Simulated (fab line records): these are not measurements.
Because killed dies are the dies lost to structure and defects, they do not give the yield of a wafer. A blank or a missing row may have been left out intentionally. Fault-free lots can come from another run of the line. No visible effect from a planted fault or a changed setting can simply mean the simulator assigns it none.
One fault seen from 2 desks -- flow nandHarc -- what lay behind the numbers comes last; until then each desk has only its own

== THE DEFECT DESK ==
Inspection counts along the route, by lot: the mean over sampled wafers that carry a number. The brackets show how far a lot's mean lies from the usual mean; more than 4 standard deviations puts the lot out of limits, marked OUT.
Columns: A = rawDefectCount at NHARC_A_SLIT_INSPECT_11, usual 25
lot,first seen here,A
L745,day 14 21:05,21
L747,day 14 21:14,10
L746,day 14 21:24,21
L750,day 15 03:10,26
L748,day 15 05:07,14
L754,day 16 22:16,33
L759,day 17 23:34,13
L757,day 18 01:03,19
L762,day 19 05:18,9
L761,day 19 05:20,34
L764,day 19 09:17,42
L767,day 19 11:25,21
This desk's finding: nothing out of limits on any of the 12 lots.

== FOR THE TOOL OWNER'S DESK: rieMetal-03 ==
The tool's own readings at NHARC_A_WL_FILL_ETCHBACK_17 (etches the open film in Cl2/BCl3, target depth 4 nm, time 26.7 s): means of the sampled wafers that have a number, for each lot that ran on this tool. The brackets show how far a lot's mean lies from the usual mean; more than 4 standard deviations puts the lot out of limits, marked OUT.
Columns: A = drypumpMotorCurrentA at NHARC_A_WL_FILL_ETCHBACK_17, usual 6.14 A; B = oesProductAu at NHARC_A_WL_FILL_ETCHBACK_17, usual 0.998 a.u.
lot,first seen here,A,B
L745,day 16 03:36,6.43,1.002
L746,day 16 08:07,6.51,0.987
L754,day 18 01:53,6.41,0.992
L757,day 19 04:25,6.35,0.949 (-4.9) OUT
L759,day 19 10:03,6.44,0.896 (-10) OUT
This desk's finding: out of limits on L757, L759; first on L757, day 19 04:25 (oesProductAu at NHARC_A_WL_FILL_ETCHBACK_17). L745, L746, L754 stayed within limits.

== PUT TOGETHER ==
On L757, L759, at day 19 04:25, an alarm was possible from the tool owner's desk.
No out-of-limits result turned up at the defect desk.
The defect desk has L757, L759 on record, within its limits.
All the named lots went through NHARC_A_WL_FILL_ETCHBACK_17 on rieMetal-03.

== WHAT THE SIMULATOR HAD PUT IN ==
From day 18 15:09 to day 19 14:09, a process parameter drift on rieMetal-03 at NHARC_A_WL_FILL_ETCHBACK_17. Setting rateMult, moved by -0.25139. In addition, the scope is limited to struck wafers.
Struck lots among those shown: L757, L759.
Hours from the fault's start to each desk's first reading out of limits: the tool owner's desk, 13.
